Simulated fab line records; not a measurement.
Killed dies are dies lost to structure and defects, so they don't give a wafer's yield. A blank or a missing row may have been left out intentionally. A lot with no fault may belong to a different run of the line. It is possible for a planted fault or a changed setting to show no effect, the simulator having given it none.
One fault through the eyes of 2 desks	flow n5-finfet	only its own numbers are on each desk; what lay behind them is given at the end

## FROM THE METROLOGY DESK
Means of the sampled wafers that have a number, per lot and without regard to the tool the lot ran on: this is what the gauges read. Marked OUT: a lot whose mean sits more than 4 standard deviations from the usual mean, which makes it out of limits; the brackets give that distance.
Columns: A = M5_THK at N5_BEOL_M5_THK_MEAS_53, usual 62.2 nm; B = M5_RS at N5_BEOL_M5_RS_MEAS_57, usual 0.390 ohm/sq
lot	first seen here	A	B
L680	day 9 06:50	62.1	0.388
L681	day 9 12:47	63.0	0.381
L682	day 9 13:04	61.8	0.390
L693	day 12 03:59	62.3	0.391
L694	day 12 09:48	62.1	0.387
L700	day 14 00:02	64.5	0.370
Result from this desk: across the 6 lots, nothing is out of limits.

## TOOL OWNER'S DESK, pecvd-04
The tool's own readings at N5_BEOL_M5_DEP_56 (deposits SiCN from 3MS/NH3, target thk 8 nm, time 14 s): means of the sampled wafers that have a number, for each lot that ran on this tool. Marked OUT: a lot whose mean sits more than 4 standard deviations from the usual mean, which makes it out of limits; the brackets give that distance.
Columns: A = rf-fwd-power-W at N5_BEOL_M5_DEP_56, usual 199.3 W; B = showerhead-plenum-p-Torr at N5_BEOL_M5_DEP_56, usual 3.665 Torr; C = throttle-valve-pct at N5_BEOL_M5_DEP_56, usual 9.1 %
lot	first seen here	A	B	C
L681	day 9 12:59	-	3.661	8.5
L682	day 9 13:16	-	3.651	8.5
L693	day 12 04:11	199.0	3.655	8.7
Result from this desk: across the 3 lots, nothing is out of limits.

## PUT TOGETHER
From the metrology desk's view, nothing was out of limits.
Nothing out of limits was seen by the tool owner's desk.

## WHAT HAD BEEN PUT IN BY THE SIMULATOR
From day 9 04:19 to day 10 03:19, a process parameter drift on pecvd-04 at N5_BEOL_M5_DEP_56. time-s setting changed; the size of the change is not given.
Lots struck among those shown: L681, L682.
